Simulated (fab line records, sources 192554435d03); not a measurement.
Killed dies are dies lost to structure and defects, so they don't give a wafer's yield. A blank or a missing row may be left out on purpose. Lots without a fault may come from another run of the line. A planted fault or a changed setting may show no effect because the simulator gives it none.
Chamber matching | flow n5_finfet | N5_BEOL_M6_DESCUM_16 on rie_diel-02: 4 sister chambers
The step chemistry O2, time 7.9 s. 20 wafers are shown with their chamber, then 10 later ones without.

WAFERS WITH THEIR CHAMBER
wafer  | chamber | showerhead_plenum_p_Torr (Torr) | throttle_valve_pct (%) | rf_vpp_V (V)
L077.1 | 1       | 2.17                            | 20.45                  | 243.4
L077.2 | 2       | 2.19                            | 20.53                  | 244.6
L077.3 | 3       | 2.00                            | 20.66                  | 240.9
L077.4 | 0       | 1.99                            | 20.39                  | 242.0
L077.5 | 0       | 1.99                            | 20.41                  | 240.9
L077.6 | 1       | 2.17                            | 20.45                  | 243.7
L078.4 | 1       | 2.17                            | 20.46                  | 245.9
L078.5 | 2       | 2.18                            | 20.52                  | 245.9
L078.6 | 1       | 2.17                            | 20.46                  | 245.1
L084.4 | 1       | 2.16                            | 20.48                  | 244.3
L084.5 | 0       | 1.98                            | 20.44                  | 240.4
L084.6 | 3       | 1.99                            | 20.72                  | 240.4
L085.1 | 3       | 1.99                            | 20.70                  | 240.3
L085.2 | 0       | 1.98                            | 20.45                  | 241.3
L085.6 | 1       | 2.16                            | 20.51                  | 244.1
L095.4 | 1       | 2.15                            | 20.54                  | 244.1
L095.5 | 3       | 1.99                            | 20.73                  | 241.3
L095.6 | 2       | 2.17                            | 20.60                  | 244.8
L097.3 | 1       | 2.15                            | 20.52                  | 245.4
L097.4 | 1       | 2.15                            | 20.52                  | 243.6

SIGNATURES (means of the wafers above)
reading                  | chamber 0 | chamber 1 | chamber 2 | chamber 3 | scatter within a chamber
showerhead_plenum_p_Torr | 1.9850    | 2.1611    | 2.1800    | 1.9925    | 0.00815
throttle_valve_pct       | 20.4225   | 20.4878   | 20.5500   | 20.7025   | 0.0342
rf_vpp_V                 | 241.150   | 244.400   | 245.100   | 240.725   | 0.752
Rule: a wafer's distance from a chamber is the root of the sum, over the readings, of the square of ((its reading less the chamber's mean) divided by the reading's scatter). The wafer belongs to the nearest chamber; if the next one is less than 2 further off, it can't be placed. The scatter: the root of (the sum of the squares of (reading less its chamber's mean) over the shown wafers, divided by (wafers less chambers)).

WAFERS WITHOUT THEIR CHAMBER
wafer  | showerhead_plenum_p_Torr (Torr) | throttle_valve_pct (%) | rf_vpp_V (V)
L097.5 | 2.17                            | 20.59                  | 245.1
L091.1 | 2.24                            | 20.09                  | 245.3
L091.2 | 1.99                            | 20.73                  | 242.6
L091.3 | 2.15                            | 20.53                  | 245.8
L094.1 | 2.16                            | 20.59                  | 244.8
L094.5 | 1.98                            | 20.74                  | 240.4
L094.6 | 2.24                            | 20.09                  | 245.0
L089.1 | 2.15                            | 20.54                  | 244.0
L089.2 | 2.24                            | 20.09                  | 244.9
L089.3 | 1.98                            | 20.72                  | 241.7

WHICH CHAMBER EACH WENT THROUGH
wafer  | from the rows above     | in truth
L097.5 | can't be placed: 2 or 1 | 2
L091.1 | can't be placed: 1 or 2 | 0
L091.2 | 3                       | 3
L091.3 | can't be placed: 1 or 2 | 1
L094.1 | can't be placed: 2 or 1 | 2
L094.5 | 3                       | 3
L094.6 | can't be placed: 1 or 2 | 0
L089.1 | can't be placed: 1 or 2 | 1
L089.2 | can't be placed: 1 or 2 | 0
L089.3 | 3                       | 3
Placed correctly: 3 of 10. Can't be placed from these rows: 7 (the true chamber is among the candidates in 4). Placed wrongly: 0.
